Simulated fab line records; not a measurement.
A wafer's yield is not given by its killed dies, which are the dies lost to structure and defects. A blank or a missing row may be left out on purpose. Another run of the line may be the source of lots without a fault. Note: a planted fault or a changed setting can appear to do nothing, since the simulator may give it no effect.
Struck lot and sound lot, side by side ; flow n5 finfet ; 14 steps out of a route of 1938
Sound: these wafers, L621.3, L621.4, L621.6. Struck: wafers L625.1, L625.2, L625.6. Last of all comes the cause.
Each step with rows lists, per side, the tool, then ch with its chambers, then its first start. Under that, the readings that differ: sound wafers ; struck wafers ; difference of the means ; sigmas: that difference in standard deviations of wafers without a fault.
alike: readings whose means differ by less than 2 such deviations, and words and numbers that are the same on both sides. not compared: withheld readings, readings that some wafer has no value for, bounds like >300 that may hide the same value, and numbers for which the record gives no deviation and whose values overlap.
The two part at a step that has a row with sigmas, a row that says differs or no value, or rows on one side only. When numbers do not overlap yet have no deviation, they are printed without sigmas and do not part them. A reading that every wafer of one side lacks parts them only if that side has two wafers or more.

N5_MIM_BOT_ETCH_ETCH_03: etches the open film in Cl2/BCl3, target depth 12 nm.
  sound on rie metal-02 ch 0,1, day 12 06:19; struck on rie metal-01 ch 0,1, day 13 08:07
reading;sound;struck;difference;sigmas
oes product au (a.u.);0.77 0.93 0.92;0.64 0.73 0.73;-0.17;-2
  alike: drypump motor current A, throttle valve pct
  not compared: rf hours counter h
N5_MIM_BOT_ETCH_ETCH_00: etches TiN in Cl2/BCl3, target depth 45.5 nm.
  sound on rie metal-02 ch 0,1, day 12 06:25; struck on rie metal-01 ch 0,1, day 13 08:12
reading;sound;struck;difference;sigmas
oes product au (a.u.);0.77 0.92 0.93;0.63 0.74 0.73;-0.17;-2
  alike: drypump motor current A, throttle valve pct
  not compared: rf hours counter h
N5_MIM_BOT_ETCH_STRIP_01: strips in O2.
  sound on rie diel-03 ch 0,2, day 12 06:31; struck on rie diel-04 ch 0,3, day 13 08:23
  alike: drypump motor current A, oes product au, rf vpp V, showerhead plenum p Torr, throttle valve pct
  not compared: rf hours counter h
then, 3 steps without rows for these wafers: N5_MIM_BOT_ETCH_STRIP_02 (strips in post etch residue remover, time 1200 s); N5_MIM_BOT_ETCH_CLEAN_05 (cleans in IPA, time 180 s); N5_MIM_BOT_ETCH_SRD_06 (time 30 s).
N5_PASSIVATION_PECVD_55: deposits SiO2 from SiH4/N2O, target thk 400 nm, time 22.5 s.
  sound on pecvd-03 ch 0,2, day 12 07:02; struck on pecvd-01 ch 1,2, day 13 08:56
  alike: heater power w, showerhead plenum p Torr, throttle valve pct
N5_PASSIVATION_PECVD_01: deposits SiNx from SiH4/NH3/N2, target thk 200 nm, time 43.2 s.
  sound on pecvd-03 ch 0,2, day 12 07:06; struck on pecvd-01 ch 1,2, day 13 08:58
reading;sound;struck;difference;sigmas
throttle valve pct (%);25.5 27.9 28.0;32.0 29.6 31.9;+4.0;+2
  alike: heater power w, showerhead plenum p Torr
then, 4 steps without rows for these wafers: N5_PASSIVATION_HMDS_03 (time 60 s); N5_PASSIVATION_COAT_04; N5_PASSIVATION_EBR_06; N5_PASSIVATION_SOFTBAKE_05 (time 90 s).
N5_PASSIVATION_EXPOSE_07: exposes mask TV, defocus 0 nm, target cd 3000 nm.
  sound on krf scanner-01 ch 0, day 12 07:25; struck on krf scanner-01, day 13 10:20
  no value came back on the struck wafers for exposure dose mJ cm2, focus offset nm (nm); on the sound wafers exposure dose mJ cm2 reads 22.766 22.706 22.743
  alike: mask
next, for these wafers, 1 step has no rows: N5_PASSIVATION_PEB_08.

== WHERE THEY PART ==
At N5_MIM_BOT_ETCH_ETCH_03 first; at N5_PASSIVATION_EXPOSE_07 last (within this record only).

WHY: the cause the simulator had injected
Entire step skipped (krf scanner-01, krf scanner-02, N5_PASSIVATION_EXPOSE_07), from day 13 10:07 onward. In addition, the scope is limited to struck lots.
